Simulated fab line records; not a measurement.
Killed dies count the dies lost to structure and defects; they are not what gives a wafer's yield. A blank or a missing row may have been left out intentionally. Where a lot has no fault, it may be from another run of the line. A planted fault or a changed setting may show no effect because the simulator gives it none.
Which tool was responsible? | flow n5-finfet | 30 wafers from 10 lots sampled at 5 of the route's 1938 steps

== WHAT THE GAUGES SHOWED, per wafer ==
N5_START_INSPECT_01: inspects for defects (unpatterned scan). Usual: raw-defect-count at 7, with a standard deviation of 3.5.
lot  | measured    | on                | raw-defect-count | flag
L162 | day 1 12:02 | defect-inspect-02 | 11 10 9          |
L164 | day 2 00:02 | defect-inspect-02 | 5 3 5            |
L165 | day 2 06:02 | defect-inspect-01 | 3 8 11           |
L172 | day 4 00:02 | defect-inspect-01 | 7 4 8            |
L174 | day 4 12:02 | defect-inspect-01 | 4 7 3            |
L179 | day 5 18:02 | defect-inspect-02 | 8 4 7            |
L181 | day 6 06:02 | defect-inspect-02 | 7 12 5           |
L183 | day 6 18:02 | defect-inspect-02 | 15 5 10          |
L184 | day 7 00:02 | defect-inspect-02 | 8 9 6            |
L185 | day 7 06:02 | defect-inspect-01 | 8 5 4            |

N5_ZERO_LAYER_CD_MEAS_11: the cd target is 2000 nm. Usual: cd-nm at 1999.9 nm, with a standard deviation of 1.3.
lot  | measured    | on        | cd-nm (nm)           | flag
L162 | day 1 12:40 | cd-sem-03 | 2000.9 2000.1 2000.5 |
L164 | day 2 00:47 | cd-sem-01 | 1997.4 1997.9 1998.2 |
L165 | day 2 06:46 | cd-sem-02 | 1999.4 2000.8 2000.8 |
L172 | day 4 00:39 | cd-sem-03 | 2000.9 2002.2 2001.1 |
L174 | day 4 12:46 | cd-sem-03 | 1999.3 1997.1 1998.7 |
L179 | day 5 18:46 | cd-sem-02 | 2001.7 2000.4 1999.8 |
L181 | day 6 06:46 | cd-sem-03 | 2002.3 2001.2 2003.7 |
L183 | day 6 18:38 | cd-sem-01 | 1999.6 1999.6 1998.5 |
L184 | day 7 00:46 | cd-sem-01 | 1999.8 1999.2 2000.0 |
L185 | day 7 06:39 | cd-sem-01 | 2000.3 1999.4 1998.5 |

N5_BEOL_M4_RC_MEAS_101. Usual: CJ_P 5.76, standard deviation 0.14; DIBL_N 36.4 mV/V, standard deviation 1.5; DIBL_P 36.4 mV/V, standard deviation 1.6; IOFF_N 0.164 nA/um, standard deviation 0.025; IOFF_P 0.214 nA/um, standard deviation 0.028; ION_N 675 uA/um, standard deviation 9.9; ION_P 463 uA/um, standard deviation 6.5; SS_N 71.5 mV/dec, standard deviation 0.5; SS_P 73.3 mV/dec, standard deviation 0.56; VT_N 249.2 mV, standard deviation 2.7; VT_P -250.1 mV, standard deviation 2.8.
lot  | measured     | on        | CJ_P           | DIBL_N (mV/V)  | DIBL_P (mV/V)  | IOFF_N (nA/um)    | IOFF_P (nA/um)    | ION_N (uA/um) | ION_P (uA/um) | SS_N (mV/dec)  | SS_P (mV/dec)  | VT_N (mV)         | VT_P (mV)            | flag
L162 | day 7 20:11  | prober-02 | 5.89 5.82 5.71 | 36.5 37.0 37.2 | 35.4 36.7 36.3 | 0.134 0.155 0.149 | 0.171 0.186 0.185 | 664 688 660   | 453 458 451   | 71.2 70.7 70.8 | 73.7 73.7 73.2 | 250.4 248.1 251.0 | -256.0 -253.7 -256.5 |
L164 | day 8 12:26  | prober-02 | 5.64 5.58 5.59 | 35.8 36.0 35.8 | 37.5 37.2 36.9 | 0.165 0.168 0.166 | 0.224 0.219 0.208 | 677 682 687   | 471 467 467   | 71.8 71.8 70.9 | 73.8 73.6 73.2 | 249.6 247.4 248.3 | -249.5 -249.8 -250.5 |
L165 | day 8 15:07  | prober-01 | 5.68 5.98 5.73 | 36.4 34.1 35.7 | 36.9 34.1 35.4 | 0.153 0.111 0.134 | 0.173 0.145 0.160 | 671 657 656   | 455 440 447   | 71.8 70.8 71.7 | 73.3 72.7 73.6 | 248.6 256.2 252.8 | -253.4 -257.7 -254.4 |
L172 | day 10 03:02 | prober-01 | 4.24 4.12 4.11 | 36.6 36.8 37.5 | 36.4 36.3 37.2 | 0.166 0.178 0.184 | 0.250 0.251 0.263 | 669 674 681   | 467 468 459   | 70.9 71.5 72.0 | 73.9 73.3 73.4 | 247.2 247.5 246.3 | -248.4 -248.3 -249.5 | OFF
L174 | day 11 01:11 | prober-01 | 4.21 4.13 4.14 | 35.4 33.9 36.6 | 36.1 34.9 38.4 | 0.137 0.121 0.166 | 0.188 0.179 0.230 | 668 661 668   | 458 457 455   | 70.9 70.4 71.3 | 72.6 73.0 73.6 | 254.7 255.1 247.1 | -254.0 -251.3 -252.0 | OFF
L179 | day 12 08:25 | prober-01 | 5.60 5.72 5.56 | 37.9 36.9 38.5 | 38.7 37.5 39.4 | 0.222 0.207 0.247 | 0.244 0.225 0.256 | 696 697 703   | 468 468 469   | 72.3 71.7 71.3 | 73.6 74.4 74.2 | 246.7 245.8 242.5 | -248.5 -249.9 -246.1 |
L181 | day 12 10:05 | prober-02 | 5.91 6.06 5.96 | 35.5 33.9 33.8 | 36.2 34.6 34.8 | 0.152 0.122 0.130 | 0.214 0.175 0.185 | 684 674 661   | 466 464 457   | 71.0 70.9 71.7 | 73.3 73.0 72.7 | 251.5 252.6 251.3 | -250.4 -253.9 -253.2 |
L183 | day 13 03:38 | prober-02 | 5.56 5.67 5.77 | 35.1 34.7 35.5 | 34.9 34.4 35.5 | 0.159 0.146 0.157 | 0.175 0.169 0.187 | 681 674 667   | 458 457 455   | 71.7 71.1 71.8 | 73.1 73.1 72.9 | 250.2 249.3 249.2 | -254.8 -252.5 -254.0 |
L184 | day 13 16:01 | prober-02 | 5.47 5.74 5.68 | 35.5 36.0 36.3 | 35.8 36.8 36.5 | 0.140 0.158 0.155 | 0.200 0.221 0.216 | 660 670 665   | 457 465 464   | 71.3 72.0 71.7 | 72.4 73.2 72.3 | 250.5 249.4 251.5 | -249.5 -250.0 -250.7 |
L185 | day 13 15:23 | prober-02 | 5.50 5.62 5.59 | 37.4 36.6 37.8 | 37.1 36.1 36.8 | 0.184 0.164 0.174 | 0.225 0.212 0.218 | 675 674 678   | 464 457 459   | 71.4 71.6 71.2 | 73.8 73.7 74.1 | 246.9 251.0 249.6 | -250.5 -251.4 -249.9 |

== TOOL THAT RAN EACH LOT (tool first, then ch and the chambers of the sampled wafers, then the start) ==
lot  | N5_ZERO_LAYER_STRIP_24              | N5_WELL_APT_IMPLANT_15
L162 | plasma-asher-02 ch 0,1, day 1 12:55 | implanter-02 ch 0, day 1 13:56
L164 | plasma-asher-01 ch 0,1, day 2 01:04 | implanter-02 ch 0, day 2 02:10
L165 | plasma-asher-01 ch 0,1, day 2 07:01 | implanter-02 ch 0, day 2 08:11
L172 | plasma-asher-02 ch 0,1, day 4 00:54 | implanter-02 ch 0, day 4 02:09
L174 | plasma-asher-02 ch 0,1, day 4 13:14 | implanter-02 ch 0, day 4 14:17
L179 | plasma-asher-01 ch 0,1, day 5 19:05 | implanter-01 ch 0, day 5 20:09
L181 | plasma-asher-02 ch 0,1, day 6 07:18 | implanter-01 ch 0, day 6 08:28
L183 | plasma-asher-01 ch 0,1, day 6 19:05 | implanter-01 ch 0, day 6 20:09
L184 | plasma-asher-02 ch 0,1, day 7 01:01 | implanter-02 ch 0, day 7 02:04
L185 | plasma-asher-02 ch 0,1, day 7 06:55 | implanter-01 ch 0, day 7 08:22
- N5_ZERO_LAYER_STRIP_24: strips in O2.
- N5_WELL_APT_IMPLANT_15

== WHAT THE TOOLS THEMSELVES READ (means of the sampled wafers that have a number; where no wafer has one, the mark that the record gives instead) ==
N5_ZERO_LAYER_STRIP_24. Usual: drypump-motor-current-A 5.90 A, standard deviation 0.17; heater-power-w 312 W, standard deviation 23; oes-product-au 0.648 a.u., standard deviation 0.0044; strip-time-to-endpoint-s 43.86 s, standard deviation 0.072.
lot  | tool            | drypump-motor-current-A (A) | heater-power-w (W) | oes-product-au (a.u.) | strip-time-to-endpoint-s (s) | flag
L162 | plasma-asher-02 | 6.01                        | 309                | 0.649                 | 43.84                        |
L164 | plasma-asher-01 | 5.86                        | 313                | 0.649                 | 43.85                        |
L165 | plasma-asher-01 | 5.74                        | 328                | 0.649                 | 43.77                        |
L172 | plasma-asher-02 | 5.97                        | 296                | 0.650                 | 43.89                        |
L174 | plasma-asher-02 | 5.98                        | 293                | 0.647                 | 43.89                        |
L179 | plasma-asher-01 | 5.87                        | 316                | 0.648                 | 43.99                        |
L181 | plasma-asher-02 | 6.03                        | 307                | 0.644                 | 43.93                        |
L183 | plasma-asher-01 | 5.73                        | 328                | 0.644                 | 43.83                        |
L184 | plasma-asher-02 | 6.02                        | 309                | 0.648                 | 43.92                        |
L185 | plasma-asher-02 | 6.05                        | 310                | 0.648                 | 43.82                        |

N5_WELL_APT_IMPLANT_15. Usual: dose-ions-cm2 1.5e+13, standard deviation 1.5e+10; faraday-current-uA 190, standard deviation 3.5.
lot  | tool         | dose-ions-cm2 | faraday-current-uA | flag
L162 | implanter-02 | 1.5e+13       | 190                |
L164 | implanter-02 | 1.5e+13       | 193                |
L165 | implanter-02 | 1.5e+13       | 188                |
L172 | implanter-02 | 7.9e+12       | 98                 | OFF
L174 | implanter-02 | 7.9e+12       | 101                | OFF
L179 | implanter-01 | 1.5e+13       | 187                |
L181 | implanter-01 | 1.5e+13       | 187                |
L183 | implanter-01 | 1.5e+13       | 189                |
L184 | implanter-02 | 1.5e+13       | 190                |
L185 | implanter-01 | 1.5e+13       | 189                |

== THE ANSWER, worked out from the rows above alone ==
Rule: lot off if the mean of its wafers having a number is beyond 3 standard deviations from the usual mean. A lot without any number at a reading at which 4 lots or more have one is off too. All remaining lots with rows at the step are treated as sound. After the gauges, taken in route order, come the tools' own readings; for these a lot's mean is taken, as printed above. The first step at which some lot is off is used, and at that step the reading that is off furthest; a lot without a number counts as furthest.
Off: L172, L174, at N5_BEOL_M4_RC_MEAS_101 (CJ_P).
A tool fits if, at a process step before that reading, it ran every lot that is off, and no sound lot after the first of them. The gauges at N5_BEOL_M4_RC_MEAS_101 aren't tried: what is off there is off at N5_WELL_APT_IMPLANT_15 too, on other tools, and a gauge's error can't cause that. Of those tried, none fits.

== WHAT HAD BEEN PUT IN BY THE SIMULATOR ==
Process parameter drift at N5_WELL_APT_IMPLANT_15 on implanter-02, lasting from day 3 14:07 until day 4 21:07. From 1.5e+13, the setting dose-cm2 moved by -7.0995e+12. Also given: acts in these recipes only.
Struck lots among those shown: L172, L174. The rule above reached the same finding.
